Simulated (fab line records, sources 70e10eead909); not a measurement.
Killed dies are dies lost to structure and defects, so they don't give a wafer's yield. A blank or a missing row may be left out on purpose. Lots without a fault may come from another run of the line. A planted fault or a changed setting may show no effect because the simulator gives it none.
fab line records | flow nand_harc
record lots=6 wafers=18 last_day=33
route steps=1302 shown P_M0@273 P_M1@285 END@1302
lots that met no fault: from a run of the same line without faults
start_h: hours from the record's first day to the start of the lot's first wafer shown | wait_h: hours since the lot's step before | " the same as in the row above | L1.1+2: a row that stands for several wafers | - no value, or no start given | * or withheld: withheld | < > ~ a bound
route shown NAME@n: a module of which the file shows steps, and the number in the route of the first | usual: mean/standard deviation of fault-free wafers | same: alike in all rows | chamber/n: place in a boat | sites: the reading at each site | _std_site: their standard deviation | _edge_site: outer sites' mean less inner sites' | radius_mm: how far each site lies from the wafer's centre | mask NAME#n: copy n | behind: the tool/chamber that last shaped the wafer | hold: why the lot was held/for how many hours/how that ended | device: the transistor (n, p or np) that didn't switch | end of line: the same wafers' tests at the end of the route | a step without rows: its recipe alone | killed: dies lost to structure and defects at the first sort, not the wafer's yield | map: a wafer's dies, x killed, . not, _ none there
set.NAME: the setting as run; set.NAME@STEP: as run at that earlier step | model.NAME: the simulator's own value behind a step, which no gauge read
lots at some steps of the route; a table a step, a row a wafer
services: from which hour (start_h, from the record's first day; less than 0 if before it) a tool's chamber was out of use, for how many hours, and why
## steps
# step NHARC_P_M0_PRE_CLEAN_29
# recipe time_s=30 temp_c=280 gas=H2/He
# step NHARC_P_M0_PVD_20
# recipe target_thk_a=50 bias_v=168.6 power_w=15000 chamber_pressure_pa=0.12 time_s=8.06 substrate_temp_c=50 material=TaN
# step NHARC_P_M0_PVD_21
# recipe target_thk_a=300 chamber_pressure_pa=5 power_w=5000 substrate_temp_c=30 time_s=20.49 material=Cu
# step NHARC_P_M0_ECD_22
# recipe target_thk_a=4000 bath_temp_c=25 material=Cu
# step NHARC_P_M0_ANNEAL_30
# recipe temp_c=225 time_s=90
# usual wafer_temp_C_max=225.84/0.2
# columns lot.wafer tool chamber start_h wait_h wafer_temp_C_max
L854.2 rtp_anneal-02 0 127.40 0.4 225.24
L854.5 " 0 " " 225.56
L854.6 " 0 " " 225.60
L857.1 rtp_anneal-02 0 155.66 - 225.85
L857.3 " 0 " " 225.80
L857.4 " 0 " " 225.96
L859.2 rtp_anneal-02 0 175.20 0.4 225.94
L859.3 " 0 " " 226.04
L859.4 " 0 " " 225.91
L866.1 rtp_anneal-02 0 248.03 - 225.99
L866.3 " 0 " " 226.16
L866.6 " 0 " " 226.11
L875.4 rtp_anneal-02 0 344.53 - 226.03
L875.5 " 0 " " 225.67
L875.6 " 0 " " 226.29
L876.3 rtp_anneal-01 0 348.96 - 225.88
L876.5 " 0 " " 225.89
L876.6 " 0 " " 226.11
# step NHARC_P_M0_CMP_23
# recipe t_overpolish_s=20 target_thk_nm=117.54
# usual motor_current_A=12.2/1.4 time_to_endpoint_s=26.3/2.1
# columns lot.wafer tool chamber start_h wait_h motor_current_A time_to_endpoint_s
L854.2 cmp-04 0 127.72 - 10.4 26.6
L854.6 " 3 " " 10.7 25.3
L854.5 " 0 " " 10.4 24.3
L857.4 cmp-04 0 156.04 - 11.3 26.8
L857.3 " 1 " " 14.2 24.8
L857.1 " 2 " " 11.3 23.5
L859.2 cmp-02 3 175.49 - 12.2 26.4
L859.3 " 0 " " 11.0 27.5
L859.4 " 2 " " 10.7 29.7
L866.1 cmp-03 3 248.69 - 12.0 27.9
L866.3 " 2 " " 12.2 24.3
L866.6 " 3 " " 12.1 23.5
L875.4 cmp-02 0 344.75 - 12.3 26.4
L875.6 " 3 " " 13.3 28.8
L875.5 " 0 " " 11.7 28.0
L876.3 cmp-03 1 349.20 - 10.9 24.4
L876.5 " 1 " " 11.4 25.9
L876.6 " 2 " " 13.1 26.0
# step NHARC_P_M0_THK_MEAS_24
# recipe thk_meas_gauge=xrf
# usual thk_nm=117.0/1.4
# columns lot.wafer tool chamber start_h wait_h thk_nm
L854.2 film_metro-02 - 128.00 - 115.3
L854.5 " - " " 116.2
L854.6 " - " " 117.6
L857.1 film_metro-01 - 156.33 - 117.9
L857.3 " - " " 117.8
L857.4 " - " " 116.6
L859.2 film_metro-01 - 175.81 - 115.1
L859.3 " - " " 116.4
L859.4 " - " " 115.9
L866.1 film_metro-02 - 249.00 - 119.4
L866.3 " - " " 117.2
L866.6 " - " " 117.9
L875.4 film_metro-02 - 345.04 - 119.0
L875.5 " - " " 118.5
L875.6 " - " " 117.5
L876.3 film_metro-01 - 349.52 - 118.0
L876.5 " - " " 115.9
L876.6 " - " " 116.0
# step NHARC_P_M0_SRD_25
# step NHARC_P_M0_INSPECT_27
# usual raw_defect_count=311/130
# columns lot.wafer tool chamber start_h wait_h raw_defect_count
L854.2 defect_inspect-01 - 128.16 0.0 339
L854.5 " - " " 290
L854.6 " - " " 524
L857.1 defect_inspect-01 - 156.48 0.0 342
L857.3 " - " " 502
L857.4 " - " " 236
L859.2 defect_inspect-01 - 175.96 0.0 299
L859.3 " - " " 485
L859.4 " - " " 310
L866.1 defect_inspect-01 - 249.17 0.0 267
L866.3 " - " " 253
L866.6 " - " " 311
L875.4 defect_inspect-01 - 345.21 0.0 359
L875.5 " - " " 309
L875.6 " - " " 265
L876.3 defect_inspect-02 - 349.68 0.0 201
L876.5 " - " " 725
L876.6 " - " " 273
# step NHARC_P_M0_PRE_CLEAN_31
# recipe time_s=12 temp_c=370 rf_power_w=300 gas=NH3
# usual heater_power_w=628/68 rf_fwd_power_W=292.6/0.92
# columns lot.wafer tool chamber start_h wait_h heater_power_w rf_fwd_power_W
L854.2 pecvd-02 0 128.41 0.2 598 293.2
L854.5 " 2 " " 720 292.6
L854.6 " 0 " " 605 293.0
L857.1 pecvd-02 1 156.56 0.1 502 293.7
L857.3 " 2 " " 660 291.8
L857.4 " 1 " " 503 292.1
L859.3 pecvd-01 1 176.03 0.1 770 293.4
L859.2 " 2 " " 590 292.5
L859.4 " 0 " " 717 292.3
L866.1 pecvd-04 1 249.24 0.1 597 293.1
L866.3 " 2 " " 630 292.1
L866.6 " 1 " " 618 292.8
L875.5 pecvd-04 2 345.32 0.1 639 293.7
L875.4 " 0 " " 553 293.3
L875.6 " 1 " " 591 292.2
L876.3 pecvd-04 2 349.76 0.1 769 291.3
L876.6 " 2 " " 730 293.7
L876.5 " 0 " " 590 293.9
# step NHARC_P_M0_DEP_32
# recipe target_thk_a=300 temp_c=370 target_thk_nm=30 pressure_torr=3 flow_sccm=200 rf_w=450 material=SiCN
# usual heater_power_w=578/77 rf_fwd_power_W=449.1/1.4
# columns lot.wafer tool chamber start_h wait_h heater_power_w rf_fwd_power_W
L854.2 pecvd-02 0 128.52 0.1 625 449.2
L854.5 " 2 " " 674 450.6
L854.6 " 0 " " 628 448.4
L857.1 pecvd-02 1 156.67 0.1 495 449.1
L857.3 " 2 " " 569 447.8
L857.4 " 1 " " 493 448.1
L859.3 pecvd-01 1 176.11 0.1 701 451.5
L859.2 " 2 " " 498 449.2
L859.4 " 0 " " 642 450.4
L866.1 pecvd-04 1 249.32 0.1 473 449.5
L866.3 " 2 " " 694 449.7
L866.6 " 1 " " 465 449.2
L875.5 pecvd-04 2 345.49 0.2 619 448.2
L875.4 " 0 " " 563 446.9
L875.6 " 1 " " 494 449.8
L876.3 pecvd-04 2 349.86 0.1 682 449.6
L876.6 " 2 " " 696 449.3
L876.5 " 0 " " 517 452.5
# step NHARC_P_M1_DEP_00
# recipe target_thk_a=1825 target_thk_nm=182.5 temp_c=withheld pressure_torr=5 flow_sccm=200 rf_w=600 material=SiOC
# usual rf_fwd_power_W=598.6/1.8
# columns lot.wafer tool chamber start_h wait_h rf_fwd_power_W
L854.2 pecvd-04 1 128.97 - 597.1
L854.6 " 2 " " 600.7
L854.5 " 1 " " 599.8
L857.3 pecvd-02 2 157.07 - 598.6
L857.1 " 0 " " 597.4
L857.4 " 1 " " 601.0
L859.3 pecvd-02 1 176.52 - 595.2
L859.2 " 2 " " 600.7
L859.4 " 1 " " 596.5
L866.1 pecvd-02 2 249.73 - 600.7
L866.3 " 1 " " 597.1
L866.6 " 2 " " 598.8
L875.5 pecvd-02 1 345.91 - 601.6
L875.6 " 2 " " 598.6
L875.4 " 0 " " 599.2
L876.3 pecvd-01 2 350.23 - 596.3
L876.6 " 2 " " 597.6
L876.5 " 0 " " 598.2
# step NHARC_P_M1_DEHYDRATE_01
# recipe temp_c=150 time_s=120
# step NHARC_P_M1_HMDS_02
# recipe time_s=30
# step NHARC_P_M1_COAT_34
# recipe temp_c=200 time_s=65
# step NHARC_P_M1_COAT_03
# recipe spin_rpm=1500 resist_thk_nm=90
# step NHARC_P_M1_SOFTBAKE_04
# recipe temp_c=105 time_s=55
# step NHARC_P_M1_EBR_05
# step NHARC_P_M1_EXPOSE_06
# recipe na=1.35 target_cd_nm=130 dose_mj=81.88 mask_id=P_M1
# step NHARC_P_M1_PEB_07
# recipe peb_temp_c=100 peb_time_s=65
# step NHARC_P_M1_DEVELOP_08
# recipe develop_time_s=35 dev_temp_c=23
# step NHARC_P_M1_CD_MEAS_09
# recipe target_cd_nm=130 landing_energy_ev=500
# usual cd_nm=130.2/0.6
# columns lot.wafer tool chamber start_h wait_h cd_nm
L854.2 cd_sem-01 0 129.72 - 129.9
L854.5 " 0 " " 129.8
L854.6 " 0 " " 129.3
L857.1 cd_sem-03 0 157.74 - 131.0
L857.3 " 0 " " 130.7
L857.4 " 0 " " 131.5
L859.2 cd_sem-01 0 177.36 - 129.8
L859.3 " 0 " " 130.8
L859.4 " 0 " " 129.9
L866.1 cd_sem-02 0 250.44 - 129.6
L866.3 " 0 " " 129.4
L866.6 " 0 " " 129.5
L875.4 cd_sem-01 0 346.49 - 130.0
L875.5 " 0 " " 128.8
L875.6 " 0 " " 129.5
L876.3 cd_sem-03 0 350.95 - 129.7
L876.5 " 0 " " 130.2
L876.6 " 0 " " 129.2
# step NHARC_P_M1_OVL_MEAS_10
# recipe pitch_nm=260
# usual overlay_x_nm=0.2/0.88 overlay_y_nm=0.2/0.88
# columns lot.wafer tool chamber start_h wait_h overlay_x_nm overlay_y_nm
L854.2 overlay-02 - 129.81 - -0.4 0.1
L854.5 " - " " -0.4 0.2
L854.6 " - " " 0.3 0.4
L857.1 overlay-02 - 157.82 - 0.2 1.2
L857.3 " - " " 1.0 0.8
L857.4 " - " " 0.9 0.6
L859.2 overlay-01 - 177.44 - 1.8 0.0
L859.3 " - " " 1.3 0.4
L859.4 " - " " 0.8 0.0
L866.1 overlay-01 - 250.53 - -1.1 -0.7
L866.3 " - " " -0.4 -1.7
L866.6 " - " " -1.0 -1.3
L875.4 overlay-01 - 346.57 - -0.2 -0.3
L875.5 " - " " -0.2 -1.1
L875.6 " - " " -0.3 -1.0
L876.3 overlay-02 - 351.03 - 0.1 -1.0
L876.5 " - " " 0.9 -0.3
L876.6 " - " " 0.0 -0.7
# step NHARC_P_M1_INSPECT_11
# usual raw_defect_count=4.4/2.8
# columns lot.wafer tool chamber start_h wait_h raw_defect_count
L854.2 defect_inspect-01 - 129.84 0.0 7
L854.5 " - " " 7
L854.6 " - " " 5
L857.1 defect_inspect-01 - 157.86 0.0 1
L857.3 " - " " 780
L857.4 " - " " 1
L859.2 defect_inspect-02 - 177.48 0.0 752
L859.3 " - " " 10
L859.4 " - " " 4
L866.1 defect_inspect-01 - 250.56 0.0 5
L866.3 " - " " 2
L866.6 " - " " 3
L875.4 defect_inspect-02 - 346.60 0.0 5
L875.5 " - " " 5
L875.6 " - " " 9
L876.3 defect_inspect-02 - 351.07 0.0 4
L876.5 " - " " 5
L876.6 " - " " 1
# step NHARC_P_M1_DESCUM_14
# recipe time_s=3 o2_flow_sccm=200 ar_flow_sccm=0 bias_power_w=0 chemistry=O2
# usual drypump_motor_current_A=5.9/0.54 oes_product_au=1.001/0.0087 rf_vpp_V=57.7/0.92 showerhead_plenum_p_Torr=1.88/0.082 throttle_valve_pct=11.312/0.0089
# columns lot.wafer tool chamber start_h wait_h drypump_motor_current_A oes_product_au rf_hours_counter_h rf_vpp_V showerhead_plenum_p_Torr throttle_valve_pct
L854.2 rie_diel-12 3 129.90 0.1 5.9 0.988 1 59.2 2.01 11.327
L854.6 " 3 " " 5.9 0.977 - 57.4 2.01 11.303
L854.5 " 0 " " 5.4 0.996 - 59.7 2.00 11.310
L857.3 rie_diel-09 2 157.93 0.1 6.7 1.013 0 56.5 1.84 11.323
L857.1 " 3 " " 5.8 1.014 0 57.9 1.88 11.306
L857.4 " 0 " " 6.8 0.996 0 58.8 1.84 11.296
L859.2 rie_diel-12 0 177.54 0.1 5.4 1.000 8 59.5 2.00 11.316
L859.3 " 2 " " 5.6 0.989 5 57.4 1.86 11.304
L859.4 " 3 " " 5.9 0.986 6 59.4 2.01 11.306
L866.3 rie_diel-09 3 250.63 0.1 5.8 1.003 5 58.0 1.88 11.320
L866.1 " 1 " " 5.4 0.998 4 58.0 1.79 11.315
L866.6 " 3 " " 5.8 1.007 - 56.0 1.88 11.297
L875.4 rie_diel-09 2 346.66 0.1 6.7 1.010 1 57.4 1.84 11.321
L875.5 " 2 " " 6.7 1.000 - 57.3 1.84 11.322
L875.6 " 3 " " 5.8 1.011 - 57.6 1.88 11.303
L876.3 rie_diel-09 1 351.13 0.1 5.4 1.012 1 57.8 1.79 11.303
L876.6 " 0 " " 6.8 0.997 - 55.2 1.84 11.296
L876.5 " 1 " " 5.4 1.009 - 57.6 1.79 11.310
# step NHARC_END_SORT_01
# recipe temp_c=25
# usual defect_limited_yield=92.0/2.6 killed_at_array=49/18 killed_at_other=0.8/1 killed_at_periphery=4.2/2.8 killed_dies=54/18 killed_open=3.0/1.7 killed_short=2.5/1.6 sort_bin_2_pct=2.8/1.2 sort_bin_3_pct=0.6/0.37 sort_bin_4_pct=4.6/1.5 sort_n_pass=623/18 sort_rim_yield_pct=92/4.2 sort_yield_pct=92.0/2.6
# same gross_dies=677 sort_bin_5_pct[%]=0 sort_bin_6_pct[%]=0 sort_bin_7_pct[%]=0 sort_bin_8_pct[%]=0 sort_rim_n_gross=106.00
# columns lot.wafer tool chamber start_h wait_h defect_limited_yield[%] killed_at_array killed_at_other killed_at_periphery killed_dies killed_open killed_short sort_bin_2_pct[%] sort_bin_3_pct[%] sort_bin_4_pct[%] sort_n_pass sort_rim_yield_pct[%] sort_yield_pct[%]
L854.2 prober-02 0 588.01 2.8 91.4 54 0 4 58 3 2 2.4 0.9 5.3 619 90 91.4
L854.5 prober-02 0 590.41 3.7 88.0 70 0 11 81 1 2 5.0 0.7 6.2 596 93 88.0
L854.6 prober-02 0 591.21 4.0 91.7 48 0 8 56 0 1 3.2 0.4 4.6 621 86 91.7
L857.1 prober-02 0 604.42 2.5 95.0 32 0 2 34 4 3 1.6 0 3.4 643 92 95.0
L857.3 prober-02 0 606.03 3.1 83.2 36 0 78 114 0 2 5.9 4.4 6.5 563 77 83.2
L857.4 prober-02 0 606.83 3.4 92.9 45 0 3 48 4 5 2.4 0.9 3.8 629 96 92.9
L859.2 prober-02 0 622.03 2.8 82.6 48 1 69 118 2 0 6.6 4.6 6.2 559 82 82.6
L859.3 prober-02 0 622.84 3.1 89.1 68 2 4 74 2 4 4.1 0.7 6.1 603 88 89.1
L859.4 prober-02 0 623.64 3.4 90.3 65 0 1 66 4 0 3.2 1.0 5.5 611 92 90.3
L866.1 prober-02 0 703.53 2.5 94.4 34 0 4 38 4 0 2.1 0 3.5 639 88 94.4
L866.3 prober-02 0 705.14 3.1 93.4 40 4 1 45 2 0 1.8 0.3 4.6 632 99 93.4
L866.6 prober-02 0 707.56 4.0 92.9 45 0 3 48 5 3 1.9 1.2 4.0 629 92 92.9
L875.4 prober-02 0 777.89 3.4 91.1 58 0 2 60 3 3 2.7 0.7 5.5 617 99 91.1
L875.5 prober-02 0 778.70 3.7 91.4 54 0 4 58 0 2 2.4 1.2 5.0 619 100 91.4
L875.6 prober-02 0 779.50 4.0 92.5 42 1 8 51 3 2 2.8 0.9 3.8 626 85 92.5
L876.3 prober-02 0 799.80 3.1 91.7 54 1 1 56 1 3 4.3 0.3 3.7 621 92 91.7
L876.5 prober-02 0 801.39 3.7 92.8 47 1 1 49 2 1 3.2 0.4 3.5 628 99 92.8
L876.6 prober-02 0 802.19 4.0 93.2 38 4 4 46 6 3 2.1 0.3 4.4 631 89 93.2
# killed by level:class
L854.2 A_CHANNEL_HOLE_D1:chamber_film_flake=25 A_SLIT:chamber_film_flake=13 A_CHANNEL_HOLE_D2:chamber_film_flake=6 A_CONTACT:chamber_film_flake=3 P_ZERO_WELL:chamber_film_flake=2 A_ONON_D1:geometric_particle:open=1 A_CHANNEL_FILL_D1:geometric_particle:short=1 A_DECK1_JOINT:geometric_particle:open=1
L854.5 A_CHANNEL_HOLE_D1:chamber_film_flake=33 A_SLIT:chamber_film_flake=20 A_CHANNEL_HOLE_D2:chamber_film_flake=7 P_GATE:chamber_film_flake=3 P_BONDPAD:chamber_film_flake=3 A_STAIRCASE:chamber_film_flake=3 P_ZERO_WELL:chamber_film_flake=2 P_M2:chamber_film_flake=2
L854.6 A_CHANNEL_HOLE_D1:chamber_film_flake=20 A_SLIT:chamber_film_flake=13 A_CHANNEL_HOLE_D2:chamber_film_flake=6 A_STAIRCASE:chamber_film_flake=5 P_GATE:chamber_film_flake=3 P_M2:chamber_film_flake=2 P_BONDPAD:chamber_film_flake=2 A_CONTACT:chamber_film_flake=2
L857.1 A_SLIT:chamber_film_flake=10 A_CHANNEL_HOLE_D2:chamber_film_flake=9 A_CONTACT:chamber_film_flake=5 A_ONON_D2:geometric_particle:short=2 P_M1:geometric_particle:open=1 A_CHANNEL_FILL_D2:geometric_particle:open=1 A_SGD_CUT:geometric_particle:short=1 A_WL_FILL:geometric_particle:open=1
L857.3 P_M1:unspecified=75 A_SLIT:chamber_film_flake=14 A_CONTACT:chamber_film_flake=11 A_CHANNEL_HOLE_D2:chamber_film_flake=7 P_M2:geometric_particle:short=1 A_DECK1_JOINT:geometric_particle:short=1 P_GATE:chamber_film_flake=1 P_BONDPAD:chamber_film_flake=1
L857.4 A_SLIT:chamber_film_flake=28 A_CONTACT:chamber_film_flake=7 A_DECK1_JOINT:geometric_particle:short=3 A_DECK1_JOINT:geometric_particle:open=2 A_CHANNEL_HOLE_D1:chamber_film_flake=2 P_GATE:geometric_particle:short=1 P_M0:geometric_particle:open=1 A_SOURCE_PLATE:geometric_particle:open=1
L859.2 P_M1:unspecified=67 A_SLIT:chamber_film_flake=21 A_CHANNEL_HOLE_D1:chamber_film_flake=15 A_CHANNEL_HOLE_D2:chamber_film_flake=5 A_CONTACT:chamber_film_flake=3 A_SGD_CUT:chamber_film_flake=2 A_CONTACT:geometric_particle:open=1 A_M0:geometric_particle:open=1
L859.3 A_SLIT:chamber_film_flake=29 A_CHANNEL_HOLE_D1:chamber_film_flake=19 A_CHANNEL_HOLE_D2:chamber_film_flake=8 A_CONTACT:chamber_film_flake=3 A_WL_FILL:geometric_particle:short=2 A_SGD_CUT:chamber_film_flake=2 P_CONTACT:geometric_particle:open=1 A_ONON_D1:geometric_particle:short=1
L859.4 A_CHANNEL_HOLE_D1:chamber_film_flake=32 A_SLIT:chamber_film_flake=18 A_CONTACT:chamber_film_flake=6 A_ZERO_WELL:chamber_film_flake=2 A_CHANNEL_FILL_D1:chamber_film_flake=2 A_ONON_D1:geometric_particle:open=1 A_ONON_D2:geometric_particle:open=1 A_BLC:geometric_particle:open=1
L866.1 A_CHANNEL_HOLE_D2:chamber_film_flake=6 A_SLIT:chamber_film_flake=5 A_CONTACT:chamber_film_flake=5 A_CHANNEL_HOLE_D1:chamber_film_flake=4 A_CHANNEL_FILL_D2:chamber_film_flake=3 A_STAIRCASE:chamber_film_flake=3 A_WL_FILL:chamber_film_flake=3 P_GATE:geometric_particle:open=1
L866.3 A_CHANNEL_HOLE_D2:chamber_film_flake=16 A_CONTACT:chamber_film_flake=6 A_CHANNEL_HOLE_D1:chamber_film_flake=4 A_STAIRCASE:chamber_film_flake=4 THIN_TSV:chamber_film_flake=4 A_WL_FILL:chamber_film_flake=3 A_DECK1_JOINT:chamber_film_flake=2 A_SLIT:chamber_film_flake=2
L866.6 A_CHANNEL_HOLE_D2:chamber_film_flake=14 A_CHANNEL_HOLE_D1:chamber_film_flake=6 A_STAIRCASE:chamber_film_flake=5 A_SLIT:chamber_film_flake=5 A_CONTACT:chamber_film_flake=4 A_WL_FILL:chamber_film_flake=2 A_M0:chamber_film_flake=2 P_CONTACT:geometric_particle:open=1
L875.4 A_SLIT:chamber_film_flake=22 A_CHANNEL_HOLE_D2:chamber_film_flake=20 A_CONTACT:chamber_film_flake=9 A_ONON_D2:geometric_particle:open=2 A_ONON_D1:geometric_particle:short=1 A_WL_FILL:geometric_particle:short=1 A_BLC:geometric_particle:open=1 A_M0:geometric_particle:short=1
L875.5 A_SLIT:chamber_film_flake=22 A_CHANNEL_HOLE_D2:chamber_film_flake=17 A_STAIRCASE:chamber_film_flake=4 A_CONTACT:chamber_film_flake=4 P_GATE:chamber_film_flake=3 A_ZERO_WELL:chamber_film_flake=3 A_DECK1_JOINT:geometric_particle:short=1 A_WL_FILL:geometric_particle:short=1
L875.6 A_SLIT:chamber_film_flake=15 A_CHANNEL_HOLE_D2:chamber_film_flake=11 A_CONTACT:chamber_film_flake=8 P_ZERO_WELL:chamber_film_flake=4 P_GATE:chamber_film_flake=2 A_ZERO_WELL:chamber_film_flake=2 P_CONTACT:geometric_particle:open=1 P_M0:geometric_particle:open=1
L876.3 A_SLIT:chamber_film_flake=33 A_CHANNEL_HOLE_D1:chamber_film_flake=8 A_WL_FILL:chamber_film_flake=4 A_CONTACT:chamber_film_flake=4 A_ONON_D2:geometric_particle:short=1 A_CHANNEL_FILL_D2:geometric_particle:short=1 A_WL_FILL:geometric_particle:short=1 A_BLC:geometric_particle:open=1
L876.5 A_SLIT:chamber_film_flake=27 A_CHANNEL_HOLE_D1:chamber_film_flake=8 A_CONTACT:chamber_film_flake=4 A_WL_FILL:chamber_film_flake=3 A_ONON_D2:geometric_particle:short=1 A_CHANNEL_FILL_D2:geometric_particle:open=1 A_M0:geometric_particle:open=1 P_CONTACT:chamber_film_flake=1
L876.6 A_SLIT:chamber_film_flake=14 A_CHANNEL_HOLE_D1:chamber_film_flake=5 THIN_TSV:chamber_film_flake=4 A_CHANNEL_HOLE_D2:chamber_film_flake=3 A_SGD_CUT:chamber_film_flake=3 A_CHANNEL_FILL_D1:chamber_film_flake=2 A_CONTACT:chamber_film_flake=2 P_CONTACT:geometric_particle:open=1
# map L857.3 (x killed, . not)
____________.____________
_________......._________
_______..........._______
______.............______
_____..............._____
____.............x...____
____..xx.....x.x.....____
___...x...............___
___..................x___
__.....................__
__........x............__
_......................x_
_................xx....x_
_....................xxx_
_......................x_
_................x...x.x_
x..............xx.....xxx
.......................x.
.................x....x.x
.......................x.
..............x......x.x.
_...x..........x........_
_...............x......._
_......................._
_......................._
_..x.....x.............x_
__.....x..............x__
__...xxxxxxxxx.........__
___..x..xxxxx.........___
___...xxxxxxxxxx......___
____xx.xxxxxxx.......____
____..xxxxxxxxxx.....____
_____.xxxxxxxx......_____
______xxxxxxxx.....______
_______xxxxxxx...._______
_________xxxxx.._________
____________x____________
# map L859.2 (x killed, . not)
____________.____________
_________......._________
_______..........._______
______.............______
_____.............x._____
____.................____
____...........x.....____
___...................___
___...................___
__.....................__
__.x...................__
_......................._
_......................._
_......................._
_................x......_
_..............xxx......_
..............xxx.....x..
......x........x...x.....
.........x.....xxx.......
............x.x.xxxx.....
.......x.....xx.xx.......
_...............xx......_
_.............x..x.....x_
_......................._
_.................x....._
_...........x..........._
__......xx.............__
__.....xxxxx...........__
___...xxxxxxx.x...x...___
___....xxxxxxxx.......___
____.xxxxxxxx..x.....____
____..xxxxxxxxx......____
_____xxxxxxxxx.xx..._____
______xxxxxxxxxxx..______
_______xxxxxxxxxx._______
_________xxxxxxx_________
____________x____________
## services
# columns tool chamber start_h hours kind
pecvd-04 - 103.95 13.0 pm
rie_diel-12 3 106.98 16.2 repair
cmp-04 - 111.05 4.0 pm
cmp-04 - 116.12 4.6 repair
pecvd-01 - 120.76 21.3 repair
rie_diel-12 2 127.68 8.0 repair
cmp-02 - 134.65 4.0 pm
pecvd-01 - 142.07 13.0 pm
rie_diel-09 - 143.10 9.0 pm
rie_diel-12 2 146.28 9.7 repair
cmp-03 - 162.26 4.0 pm
rie_diel-09 - 163.58 0.4 repair
cmp-03 - 167.10 0.3 repair
rie_diel-09 2 167.88 9.0 repair
cmp-02 - 183.41 4.4 repair
pecvd-01 - 206.39 1.0 repair
rie_diel-09 - 214.93 3.0 repair
pecvd-02 - 227.18 13.0 pm
pecvd-02 2 258.34 4.6 repair
pecvd-02 - 264.57 0.8 repair
pecvd-01 - 264.74 2.4 repair
pecvd-04 - 284.95 13.0 pm
rie_diel-09 - 320.10 9.0 pm
pecvd-01 - 323.07 13.0 pm
## key
first_sign step=NHARC_P_M1_INSPECT_11 reading=raw_defect_count direction=up sigmas=99+ usual=4.4 struck=766
effect step=NHARC_END_SORT_01 reading=killed_at_periphery direction=up sigmas=25 usual=4.2 struck=73.5
more_kills_born_at NHARC_P_M1_DEP_00@pecvd-02=142
met_at NHARC_P_M1_DEP_00
struck_wafers L857.3,L859.2
fault kind=chamber_particle_source tool=pecvd-02 chamber=2 onset_h=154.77 steps=NHARC_P_M1_DEP_00 rate_per_visit_cm2=1.2043 end_h=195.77
